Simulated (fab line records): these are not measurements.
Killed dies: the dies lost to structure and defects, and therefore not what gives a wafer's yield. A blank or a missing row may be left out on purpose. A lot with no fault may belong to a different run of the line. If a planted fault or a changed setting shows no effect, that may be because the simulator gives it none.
The same fault as seen by 2 desks / flow n5Finfet / what lay behind the numbers comes last; until then each desk has only its own

## FOR THE TOOL OWNER'S DESK: cvdCo-02
The tool's own readings at N5_BEOL_M2_CO_CAP_55 (material Co, precursor CCTBA/H2, target thk 2 nm, time 102.1 s): means of the sampled wafers that have a number, for each lot that ran on this tool. Marked OUT: a lot whose mean sits more than 4 standard deviations from the usual mean, which makes it out of limits; the brackets give that distance.
Columns: A = heaterPowerW at N5_BEOL_M2_CO_CAP_55, usual 225 W; B = runLengthS at N5_BEOL_M2_CO_CAP_55, usual 125.0 s
lot=L996; first seen here=day 6 20:22; A=227; B=125.0
lot=L106; first seen here=day 9 13:15; A=241; B=155.4 (+50) OUT
lot=L107; first seen here=day 9 20:23; A=223; B=140.2 (+25) OUT
lot=L108; first seen here=day 10 13:41; A=226; B=139.9 (+24) OUT
Finding of this desk: L106, L107, L108 out of limits; the first was L106 at day 9 13:15, on runLengthS at N5_BEOL_M2_CO_CAP_55. L996 stayed within limits.

## AT THE METROLOGY DESK
What the gauges read, lot by lot, whatever tool the lot ran on: means of the sampled wafers that have a number. Marked OUT: a lot whose mean sits more than 4 standard deviations from the usual mean, which makes it out of limits; the brackets give that distance. Readings shown: 7 of its 11, picked as those furthest out on some lot.
Columns: A = M2_THK at N5_BEOL_M2_THK_MEAS_53, usual 39.7 nm; B = DIBL_P at N5_BEOL_M4_RC_MEAS_101, usual 37.8 mV/V; C = IOFF_N at N5_BEOL_M4_RC_MEAS_101, usual 0.19 nA/um; D = ION_N at N5_BEOL_M4_RC_MEAS_101, usual 682 uA/um; E = ION_P at N5_BEOL_M4_RC_MEAS_101, usual 467 uA/um; F = SS_P at N5_BEOL_M4_RC_MEAS_101, usual 73.6 mV/dec; G = VT_N at N5_BEOL_M4_RC_MEAS_101, usual 247 mV
lot=L996; first seen here=day 6 20:16; A=41.7; B=39.2; C=0.19; D=663; E=457; F=75.0; G=248
lot=L100; first seen here=day 8 08:43; A=39.2; B=37.4; C=0.20; D=679; E=463; F=73.4; G=247
lot=L106; first seen here=day 9 13:11; A=37.3; B=40.3; C=0.24; D=706; E=476; F=74.1; G=243
lot=L107; first seen here=day 9 20:11; A=38.4; B=37.9; C=0.20; D=702; E=482; F=73.2; G=244
lot=L108; first seen here=day 10 13:37; A=39.6; B=38.6; C=0.18; D=692; E=474; F=73.5; G=249
lot=L115; first seen here=day 12 10:19; A=40.5; B=34.2; C=0.13; D=654; E=452; F=72.5; G=254
lot=L117; first seen here=day 12 15:52; A=38.4; B=37.4; C=0.17; D=686; E=476; F=73.3; G=247
This desk found nothing out of limits on any of the 7 lots.

## BROUGHT TOGETHER
An alarm could have come from the tool owner's desk at day 9 13:15, on L106, L107, L108.
At the metrology desk, nothing out of limits was observed.
The metrology desk holds a record of L106, L107, L108, inside its limits.
The lots listed all ran N5_BEOL_M2_CO_CAP_55 on cvdCo-02.

## WHAT THE SIMULATOR HAD INSERTED
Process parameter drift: cvdCo-02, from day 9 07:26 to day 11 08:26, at N5_BEOL_M2_CO_CAP_55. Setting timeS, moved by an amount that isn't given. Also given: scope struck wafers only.
Lots struck among those shown: L106, L107, L108.
How many hours passed from the start of the fault until each desk's first out-of-limits reading: the tool owner's desk, 6.
